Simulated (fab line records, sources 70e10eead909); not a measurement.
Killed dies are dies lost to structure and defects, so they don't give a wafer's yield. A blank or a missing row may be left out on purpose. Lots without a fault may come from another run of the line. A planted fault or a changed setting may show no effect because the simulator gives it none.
Which tool did it? | flow nand_harc | 12 lots, 34 wafers sampled, at 5 steps of a route of 1159

WHAT THE GAUGES READ, wafer by wafer
NHARC_END_SORT_01. Usual: killed_at_array 27, standard deviation 11; killed_at_other 0.7, standard deviation 1.1; killed_at_periphery 3.6, standard deviation 2.4; killed_dies 32, standard deviation 11; killed_open 3.3, standard deviation 1.8; killed_short 2.1, standard deviation 1.5.
lot  | measured     | on        | killed_at_array | killed_at_other | killed_at_periphery | killed_dies | killed_open | killed_short | flag
L397 | day 21 14:20 | prober-02 | 461 25          | 1 1             | 4 7                 | 466 33      | 1 3         | 2 2          | OFF
L399 | day 22 14:36 | prober-02 | 480 28          | 1 3             | 2 4                 | 483 35      | 5 6         | 0 2          | OFF
L401 | day 21 22:11 | prober-01 | 356 468 37      | 2 0 0           | 3 4 2               | 361 472 39  | 3 6 2       | 4 4 3        | OFF

WHICH TOOL RAN EACH LOT (tool, then ch and the chambers of the sampled wafers, then the start)
lot  | NHARC_A_STAIRCASE_TRIM_200                    | NHARC_A_STAIRCASE_TRIM_229         | NHARC_A_STAIRCASE_TRIM_233         | NHARC_A_STAIRCASE_TRIM_235
L390 | rie_diel-05 ch 0,1,3, day 11 02:21 or earlier | rie_diel-08 ch 0,1,2, day 11 02:21 | rie_diel-08 ch 0,1,2, day 11 02:52 | rie_diel-08 ch 0,1, no start
L397 | rie_diel-05 ch 0,2, day 13 04:32 or earlier   | rie_diel-13 ch 1,3, day 13 04:32   | rie_diel-13 ch 0,1, day 13 05:07   | rie_diel-13 ch 0,1, day 21 14:20 or earlier
L399 | rie_diel-13 ch 0,2, day 13 07:39 or earlier   | rie_diel-13 ch 1,3, day 13 07:39   | rie_diel-13 ch 1, day 13 08:07     | rie_diel-13 ch 1,3, day 22 14:36 or earlier
L401 | rie_diel-05 ch 0,1,2, day 13 19:32 or earlier | rie_diel-13 ch 0,2,3, day 13 19:32 | rie_diel-13 ch 1,2,3, day 13 20:09 | rie_diel-13 ch 1,2,3, day 21 22:11 or earlier
L403 | rie_diel-13 ch 0,1,3, day 14 11:16 or earlier | rie_diel-08 ch 1,2, day 14 11:16   | rie_diel-08 ch 0,3, day 14 12:14   | rie_diel-08 ch 0,1,3, no start
L402 | rie_diel-08 ch 0,2,3, day 14 13:22 or earlier | rie_diel-08 ch 1,2,3, day 14 13:22 | rie_diel-08 ch 1,2,3, day 14 13:50 | rie_diel-08 ch 0,1,3, no start
L404 | rie_diel-13 ch 0,3, day 14 17:01 or earlier   | rie_diel-08 ch 1,2,3, day 14 17:01 | rie_diel-08 ch 1,3, day 14 17:34   | rie_diel-08 ch 1,2, no start
L406 | rie_diel-05 ch 0,3, day 14 20:18 or earlier   | rie_diel-05 ch 0,3, day 14 20:18   | rie_diel-05 ch 1,3, day 14 20:48   | rie_diel-05 ch 0,2, no start
L410 | rie_diel-05 ch 1,3, day 15 21:41 or earlier   | rie_diel-05 ch 0,1,3, day 15 21:41 | rie_diel-05 ch 0,2,3, day 15 22:10 | rie_diel-05 ch 0,2,3, no start
L411 | rie_diel-13 ch 0,2, day 16 18:08 or earlier   | rie_diel-13 ch 0,1,3, day 16 18:08 | rie_diel-13 ch 0,1,2, day 16 19:15 | rie_diel-13 ch 0,1, no start
L413 | rie_diel-05 ch 2,3, day 16 21:31 or earlier   | rie_diel-13 ch 0,2,3, day 16 21:31 | rie_diel-13 ch 0,1,2, day 16 22:02 | rie_diel-13 ch 1,2, no start
L412 | rie_diel-05 ch 0,1, day 16 23:55 or earlier   | rie_diel-05 ch 0,1,3, day 16 23:55 | rie_diel-05 ch 0,2,3, day 17 00:28 | rie_diel-05 ch 0,1,2, no start
- NHARC_A_STAIRCASE_TRIM_200: chemistry O2, time 211.2 s.
- NHARC_A_STAIRCASE_TRIM_229: chemistry O2, time 211.2 s.
- NHARC_A_STAIRCASE_TRIM_233: chemistry O2, time 211.2 s.
- NHARC_A_STAIRCASE_TRIM_235: chemistry O2, time 211.2 s.

WHAT THE TOOLS THEMSELVES READ (means of the sampled wafers that have a number; where no wafer has one, the mark that the record gives instead)
NHARC_A_STAIRCASE_TRIM_200. Usual: drypump_motor_current_A 5.8 A, standard deviation 0.48; oes_product_au 1.000 a.u., standard deviation 0.015; rf_vpp_V 57.7 V, standard deviation 1; showerhead_plenum_p_Torr 3.45 Torr, standard deviation 0.14; throttle_valve_pct 17.037 %, standard deviation 0.0088.
lot  | tool        | drypump_motor_current_A (A) | oes_product_au (a.u.) | rf_vpp_V (V) | showerhead_plenum_p_Torr (Torr) | throttle_valve_pct (%) | flag
L390 | rie_diel-05 | 5.9                         | 0.990                 | 57.7         | 3.51                            | 17.040                 |
L397 | rie_diel-05 | 5.8                         | 0.988                 | 56.7         | 3.42                            | 17.028                 |
L399 | rie_diel-13 | 5.6                         | 1.003                 | 57.6         | 3.41                            | 17.041                 |
L401 | rie_diel-05 | 6.0                         | 0.995                 | 57.8         | 3.51                            | 17.043                 |
L403 | rie_diel-13 | 6.1                         | 0.997                 | 58.5         | 3.52                            | 17.047                 |
L402 | rie_diel-08 | 5.3                         | 1.006                 | 57.2         | 3.34                            | 17.031                 |
L404 | rie_diel-13 | 6.2                         | 1.007                 | 57.5         | 3.48                            | 17.038                 |
L406 | rie_diel-05 | 5.5                         | 1.003                 | 56.8         | 3.39                            | 17.038                 |
L410 | rie_diel-05 | 6.0                         | 1.001                 | 58.1         | 3.50                            | 17.039                 |
L411 | rie_diel-13 | 5.8                         | 0.997                 | 57.1         | 3.38                            | 17.028                 |
L413 | rie_diel-05 | 5.9                         | 1.001                 | 57.3         | 3.41                            | 17.035                 |
L412 | rie_diel-05 | 6.1                         | 1.014                 | 57.1         | 3.58                            | 17.029                 |

NHARC_A_STAIRCASE_TRIM_229. Usual: drypump_motor_current_A 5.8 A, standard deviation 0.49; oes_product_au 0.997 a.u., standard deviation 0.015; rf_vpp_V 57.7 V, standard deviation 0.85; showerhead_plenum_p_Torr 3.46 Torr, standard deviation 0.14; throttle_valve_pct 17.038 %, standard deviation 0.0094.
lot  | tool        | drypump_motor_current_A (A) | oes_product_au (a.u.) | rf_vpp_V (V) | showerhead_plenum_p_Torr (Torr) | throttle_valve_pct (%) | flag
L390 | rie_diel-08 | 5.5                         | 1.000                 | 56.8         | 3.37                            | 17.031                 |
L397 | rie_diel-13 | 6.0                         | 0.994                 | 59.2         | 3.60                            | 17.038                 |
L399 | rie_diel-13 | 6.1                         | 0.992                 | 57.6         | 3.60                            | 17.041                 |
L401 | rie_diel-13 | 5.7                         | 0.998                 | 58.3         | 3.53                            | 17.044                 |
L403 | rie_diel-08 | 5.7                         | 0.997                 | 56.8         | 3.33                            | 17.040                 |
L402 | rie_diel-08 | 5.4                         | 1.005                 | 58.5         | 3.32                            | 17.040                 |
L404 | rie_diel-08 | 5.4                         | 1.002                 | 58.4         | 3.32                            | 17.047                 |
L406 | rie_diel-05 | 5.5                         | 0.998                 | 57.6         | 3.39                            | 17.032                 |
L410 | rie_diel-05 | 5.9                         | 1.003                 | 57.4         | 3.49                            | 17.040                 |
L411 | rie_diel-13 | 6.1                         | 0.991                 | 57.9         | 3.51                            | 17.049                 |
L413 | rie_diel-13 | 5.8                         | 0.992                 | 57.5         | 3.51                            | 17.033                 |
L412 | rie_diel-05 | 5.9                         | 1.002                 | 57.5         | 3.49                            | 17.039                 |

NHARC_A_STAIRCASE_TRIM_233. Usual: drypump_motor_current_A 5.7 A, standard deviation 0.49; oes_product_au 0.998 a.u., standard deviation 0.015; rf_vpp_V 57.6 V, standard deviation 0.9; showerhead_plenum_p_Torr 3.45 Torr, standard deviation 0.14; throttle_valve_pct 17.035 %, standard deviation 0.0093.
lot  | tool        | drypump_motor_current_A (A) | oes_product_au (a.u.) | rf_vpp_V (V) | showerhead_plenum_p_Torr (Torr) | throttle_valve_pct (%) | flag
L390 | rie_diel-08 | 5.5                         | 1.001                 | 57.3         | 3.37                            | 17.042                 |
L397 | rie_diel-13 | 6.1                         | 1.109                 | 56.4         | 3.40                            | 17.038                 | OFF
L399 | rie_diel-13 | 6.0                         | 1.094                 | 58.2         | 3.44                            | 17.045                 | OFF
L401 | rie_diel-13 | 5.7                         | 1.137                 | 57.9         | 3.56                            | 17.042                 | OFF
L403 | rie_diel-08 | 5.3                         | 1.006                 | 58.1         | 3.32                            | 17.033                 |
L402 | rie_diel-08 | 5.5                         | 1.007                 | 57.2         | 3.32                            | 17.044                 |
L404 | rie_diel-08 | 5.8                         | 1.011                 | 57.5         | 3.31                            | 17.035                 |
L406 | rie_diel-05 | 6.1                         | 1.002                 | 57.2         | 3.50                            | 17.037                 |
L410 | rie_diel-05 | 5.8                         | 0.996                 | 57.1         | 3.40                            | 17.033                 |
L411 | rie_diel-13 | 5.7                         | 0.986                 | 56.7         | 3.41                            | 17.038                 |
L413 | rie_diel-13 | 5.7                         | 0.991                 | 57.9         | 3.40                            | 17.032                 |
L412 | rie_diel-05 | 5.8                         | 1.002                 | 57.4         | 3.40                            | 17.036                 |

NHARC_A_STAIRCASE_TRIM_235. Usual: drypump_motor_current_A 5.8 A, standard deviation 0.48; oes_product_au 0.997 a.u., standard deviation 0.014; rf_vpp_V 57.6 V, standard deviation 0.91; showerhead_plenum_p_Torr 3.45 Torr, standard deviation 0.15; throttle_valve_pct 17.037 %, standard deviation 0.0092.
lot  | tool        | drypump_motor_current_A (A) | oes_product_au (a.u.) | rf_vpp_V (V) | showerhead_plenum_p_Torr (Torr) | throttle_valve_pct (%) | flag
L390 | rie_diel-08 | 5.8                         | 1.022                 | 57.7         | 3.36                            | 17.045                 |
L397 | rie_diel-13 | 6.1                         | 0.996                 | 58.0         | 3.40                            | 17.036                 |
L399 | rie_diel-13 | 6.1                         | 0.984                 | 58.9         | 3.60                            | 17.035                 |
L401 | rie_diel-13 | 5.7                         | 0.986                 | 57.6         | 3.56                            | 17.038                 |
L403 | rie_diel-08 | 5.6                         | 1.006                 | 57.0         | 3.33                            | 17.046                 |
L402 | rie_diel-08 | 5.6                         | 1.005                 | 57.6         | 3.33                            | 17.037                 |
L404 | rie_diel-08 | 5.7                         | 0.999                 | 56.9         | 3.33                            | 17.043                 |
L406 | rie_diel-05 | 5.9                         | 1.005                 | 57.4         | 3.42                            | 17.036                 |
L410 | rie_diel-05 | 5.8                         | 0.996                 | 56.8         | 3.40                            | 17.035                 |
L411 | rie_diel-13 | 6.1                         | 0.986                 | 56.8         | 3.39                            | 17.026                 |
L413 | rie_diel-13 | 5.3                         | 0.986                 | 57.6         | 3.43                            | 17.040                 |
L412 | rie_diel-05 | 6.0                         | 1.005                 | 57.1         | 3.49                            | 17.031                 |

THE ANSWER, worked out from the rows above alone
Rule: a lot is off if the mean of its wafers that have a number lies more than 3 standard deviations from the usual mean. A lot without any number at a reading at which 4 lots or more have one is off too. The other lots that the step has rows for count as sound. The gauges are gone through in route order, then the tools' own readings, and for those a lot's mean is taken as printed above. The first step at which some lot is off is used, and at that step the reading that is off furthest; a lot without a number counts as furthest.
Off: L397, L399, L401, at NHARC_END_SORT_01 (killed_at_array). Neither off nor sound, because the step has no rows for them: L390, L403, L402, L404, L406, L410, L411, L413, L412.
A tool fits if, at a process step before that reading, it ran every lot that is off, and no sound lot after the first of them. The gauges at NHARC_END_SORT_01 aren't tried: what is off there is off at NHARC_A_STAIRCASE_TRIM_233 too, on other tools, and a gauge's error can't cause that. NHARC_A_STAIRCASE_TRIM_200 gives no start for some lots, so the hours and the order of its lots are those of NHARC_A_STAIRCASE_TRIM_229. NHARC_A_STAIRCASE_TRIM_235 gives no start for some lots, so the hours and the order of its lots are those of NHARC_END_SORT_01. One fits: rie_diel-13 at NHARC_A_STAIRCASE_TRIM_229 and NHARC_A_STAIRCASE_TRIM_233 and NHARC_A_STAIRCASE_TRIM_235. It ran no sound lot before its first lot that is off in this sample, so the start can't be narrowed down.

WHAT THE SIMULATOR HAD PUT IN
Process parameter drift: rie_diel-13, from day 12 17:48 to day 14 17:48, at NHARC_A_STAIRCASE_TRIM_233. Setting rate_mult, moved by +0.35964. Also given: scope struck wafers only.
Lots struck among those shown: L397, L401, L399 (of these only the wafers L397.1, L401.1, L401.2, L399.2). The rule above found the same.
